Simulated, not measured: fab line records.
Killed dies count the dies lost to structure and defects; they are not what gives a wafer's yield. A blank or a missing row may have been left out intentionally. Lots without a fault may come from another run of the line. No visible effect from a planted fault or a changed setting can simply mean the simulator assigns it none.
Matching of chambers    flow n5Finfet    N5_BEOL_M4_ALD_98 on aldSin-01: 4 sister chambers
The step deposits SiO2, target thk 2.5 nm, pulse time 1 s, co reactant pulse time 1 s. 4 wafers are shown with their chamber, then 7 later ones without.

## EACH WAFER AND ITS CHAMBER
wafer   chamber  heaterPowerW (W)
L086.4  2        69
L092.6  1        72
L093.1  3        76
L093.4  0        81

## WAFERS WHOSE CHAMBER IS MISSING
wafer   heaterPowerW (W)
L093.5  81
L096.2  78
L096.3  71
L096.5  75
L097.1  71
L097.3  82
L097.5  78

## WHICH CHAMBER EACH ONE RAN IN
wafer   from the rows above      in truth
L093.5  0                        0
L096.2  can't be placed: 3 or 0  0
L096.3  can't be placed: 1 or 2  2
L096.5  can't be placed: 3 or 1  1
L097.1  can't be placed: 1 or 2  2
L097.3  0                        0
L097.5  can't be placed: 3 or 0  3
Placed correctly: 2 of 7. Can't be placed from these rows: 5 (the true chamber is among the candidates in 5). 0 placed wrongly.
How it was worked out, from the rows above alone: a wafer's distance from a chamber is the root of the sum, over the readings, of the square of ((its reading less the chamber's mean) divided by the reading's scatter). The wafer belongs to the nearest chamber; if the next one is less than 2 further off, it can't be placed. The mean given for a chamber averages the wafers shown for that chamber. The scatter: root of mean squared gap, hidden wafer to nearest shown wafer, with one shown wafer a chamber.
